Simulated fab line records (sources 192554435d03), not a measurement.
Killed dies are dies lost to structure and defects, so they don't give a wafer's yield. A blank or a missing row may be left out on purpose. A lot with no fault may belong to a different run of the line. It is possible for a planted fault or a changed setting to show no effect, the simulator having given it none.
Matching of chambers	flow n5-finfet	N5_BEOL_M13_ETCH_67 on rie-diel-06 has 4 sister chambers
The step etches SiARC in CF4, target depth 143 nm, time 238.3 s. 8 wafers are shown with their chamber, then 9 later ones without.

WAFERS WITH THEIR CHAMBER
wafer	chamber	drypump-motor-current-A (A)	etch-rf-on-time-s (s)
L078.2	1	5.7	240
L078.3	2	5.6	246
L082.5	3	6.4	230
L085.3	2	5.6	245
L085.5	0	6.3	248
L087.1	3	6.4	230
L087.4	0	6.3	249
L087.6	1	5.8	236

WAFERS WITH NO CHAMBER GIVEN
wafer	drypump-motor-current-A (A)	etch-rf-on-time-s (s)
L088.1	5.6	244
L088.4	5.8	229
L088.5	5.6	244
L092.2	5.7	234
L092.4	6.3	245
L092.5	6.5	227
L097.1	6.5	225
L097.2	6.3	242
L097.3	5.8	228

WHICH CHAMBER EACH WENT THROUGH
wafer	from the rows above	in truth
L088.1	2	2
L088.4	1	1
L088.5	2	2
L092.2	1	1
L092.4	0	0
L092.5	3	3
L097.1	3	3
L097.2	0	0
L097.3	1	1
Correctly placed: 9 of 9. From these rows, 0 cannot be placed. 0 placed wrongly.
How it was worked out, from the rows above alone: a wafer's distance from a chamber is the root of the sum, over the readings, of the square of ((its reading less the chamber's mean) divided by the reading's scatter). If the next closest chamber is less than 2 further off than the closest, the wafer can't be placed; otherwise it belongs to the closest. The mean given for a chamber averages the wafers shown for that chamber. The scatter is the square root of a quotient: the sum, over the shown wafers, of each reading's squared deviation from its chamber's mean, divided by wafers minus chambers.
